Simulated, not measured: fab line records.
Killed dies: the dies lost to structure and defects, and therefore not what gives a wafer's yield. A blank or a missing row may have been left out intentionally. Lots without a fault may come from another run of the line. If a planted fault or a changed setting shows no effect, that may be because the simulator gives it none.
A lot that was struck, set against a sound lot    flow n5-finfet    16 steps out of a route of 1938
Sound: these wafers, L735.1, L735.3, L735.6. Struck: wafer L741.5 (L741.1, L741.4, from the same lot, were not struck and are left out); the cause is given at the end.
At each step with rows: each side's tool, then ch and its chambers, then its first start. Under that, the readings that differ: sound wafers    struck wafers    difference of the means    sigmas: that difference in standard deviations of wafers without a fault.
alike: same words and numbers on both sides, and readings whose means sit less than 2 such deviations apart. not compared: any withheld reading, any reading some wafer has no value for, any bound like >300 that may hide the same value, and any number with overlapping values for which the record gives no deviation.
A row with sigmas, a row that says differs or no value, or rows on one side alone: a step with any of these is where the two part. Numbers that have no deviation but don't overlap get no sigmas and don't part them. A reading missing from all wafers of one side parts the sides only when that side holds two or more wafers.

first, 9 steps without rows for these wafers: N5_BEOL_M2_COAT_05 (resist thk 30 nm); N5_BEOL_M2_EBR_07; N5_BEOL_M2_SOFTBAKE_06 (time 60 s); N5_BEOL_M2_EXPOSE_08 (exposes mask M2); N5_BEOL_M2_PEB_09 (peb time 60 s); N5_BEOL_M2_DEVELOP_10 (develop time 30 s); N5_BEOL_M2_DESCUM_16 (chemistry O2, time 7 s); N5_BEOL_M2_ETCH_74 (etches underlayer in N2/H2, target depth 6.5 nm, time 5.2 s); N5_BEOL_M2_ETCH_63 (etches SiARC in CF4, target depth 15.6 nm, time 26 s).
N5_BEOL_M2_ETCH_64: etches SOC in N2/H2, target depth 75 nm, overetch 22.5 nm, time 121.9 s.
  sound on rie-diel-03 ch 0,1,3, day 9 22:23; struck on rie-diel-03 ch 3, day 10 22:22
reading                                     sound        struck  difference  sigmas
model.SiARC_of_BEOL_M2_COAT_62.thk-nm (nm)  6.4 6.4 6.4  6       +0          
  alike: drypump-motor-current-A, n2-flow-sccm, oes-product-au, rf-vpp-V, showerhead-plenum-p-Torr, throttle-valve-pct
  not compared: rf-hours-counter-h
then, 3 steps without rows for these wafers: N5_BEOL_M2_STRIP_65 (strips in N2/H2); N5_BEOL_M2_STRIP_75 (strips in N2/H2); N5_BEOL_M2_STRIP_66 (strips in CF4).
N5_BEOL_M2_HM_OPEN_17: chemistry Cl2/BCl3, target TiN, target depth 20 nm, overetch 6 nm.
  sound on rie-metal-03 ch 0,1, day 9 22:34; struck on rie-metal-03 ch 1, day 10 22:32
reading                   sound              struck  difference  sigmas
model.etch.depth-nm (nm)  19.62 19.57 19.39  19.31   -0.22       
  alike: drypump-motor-current-A, oes-product-au, throttle-valve-pct
  not compared: rf-hours-counter-h
then, 1 step without rows for these wafers: N5_BEOL_M2_STRIP_19 (strips in O2).
N5_BEOL_M4_RC_MEAS_101:
  sound on prober-01 ch 0, day 11 16:47; struck on prober-01 ch 0, day 12 10:19
  alike: DIBL_N, DIBL_P, IOFF_N, IOFF_P, ION_N, ION_P, SS_N, SS_P, VT_N, VT_P

WHERE THEY PART
Nowhere in this record.

WHY: whatever the simulator had introduced
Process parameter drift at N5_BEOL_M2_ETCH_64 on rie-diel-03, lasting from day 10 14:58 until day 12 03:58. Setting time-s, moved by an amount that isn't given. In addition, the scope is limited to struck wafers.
